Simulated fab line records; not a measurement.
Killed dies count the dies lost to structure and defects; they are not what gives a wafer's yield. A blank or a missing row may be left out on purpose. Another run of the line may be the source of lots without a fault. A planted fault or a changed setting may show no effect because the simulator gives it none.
Matching of chambers -- flow n5-finfet -- N5_BEOL_M0_SAQP_ETCH_106 on rie-diel-01 has 4 sister chambers
The step etches SOC in N2/H2, stops on SiNx, target depth 150 nm. 20 wafers are shown with their chamber, then 10 later ones without.

== WAFERS PAIRED WITH THEIR CHAMBERS ==
wafer,chamber,showerhead-plenum-p-Torr (Torr),drypump-motor-current-A (A),throttle-valve-pct (%)
L081.2,0,2.64,5.1,17.77
L081.3,1,2.51,5.7,17.85
L081.5,0,2.64,5.1,17.78
L082.1,3,2.50,6.4,17.83
L082.2,1,2.50,5.7,17.86
L082.3,0,2.64,5.1,17.78
L083.2,3,2.50,6.4,17.83
L083.4,1,2.50,5.7,17.87
L083.5,0,2.64,5.2,17.80
L086.1,3,2.50,6.4,17.83
L086.3,2,2.59,5.4,18.27
L086.4,0,2.64,5.1,17.79
L088.1,2,2.59,5.5,18.29
L088.3,3,2.50,6.4,17.86
L088.5,0,2.64,5.1,17.80
L089.4,0,2.64,5.1,17.82
L089.5,2,2.59,5.5,18.29
L089.6,3,2.50,6.4,17.85
L090.1,3,2.49,6.4,17.85
L090.2,0,2.64,5.2,17.81

SIGNATURES (means of the wafers above)
reading,chamber 0,chamber 1,chamber 2,chamber 3,scatter within a chamber
showerhead-plenum-p-Torr,2.6400,2.5033,2.5900,2.4983,0.00306
drypump-motor-current-A,5.125,5.700,5.467,6.400,0.0368
throttle-valve-pct,17.7937,17.8600,18.2833,17.8417,0.0144
Rule: a wafer lies at a distance from a chamber equal to the root of the sum of squares, over the readings, of (its reading less the chamber's mean, divided by the reading's scatter). The wafer belongs to the nearest chamber; if the next one is less than 2 further off, it can't be placed. The scatter is the square root of a quotient: the sum, over the shown wafers, of each reading's squared deviation from its chamber's mean, divided by wafers minus chambers.

== WAFERS WITHOUT THEIR CHAMBER ==
wafer,showerhead-plenum-p-Torr (Torr),drypump-motor-current-A (A),throttle-valve-pct (%)
L090.5,2.49,6.4,17.88
L093.2,2.50,5.6,17.50
L093.4,2.63,5.1,17.85
L093.5,2.58,5.4,18.34
L095.1,2.58,5.4,18.32
L095.3,2.63,5.1,17.84
L095.4,2.50,5.7,17.48
L097.2,2.58,5.4,18.35
L097.5,2.58,5.4,18.34
L097.6,2.49,5.7,17.49

== THE CHAMBER EACH PASSED THROUGH ==
wafer,from the rows above,in truth
L090.5,3,3
L093.2,1,1
L093.4,0,0
L093.5,2,2
L095.1,2,2
L095.3,0,0
L095.4,1,1
L097.2,2,2
L097.5,2,2
L097.6,1,1
Correct placement for 10 of the 10. Number that these rows cannot place: 0. Placed wrongly: 0.
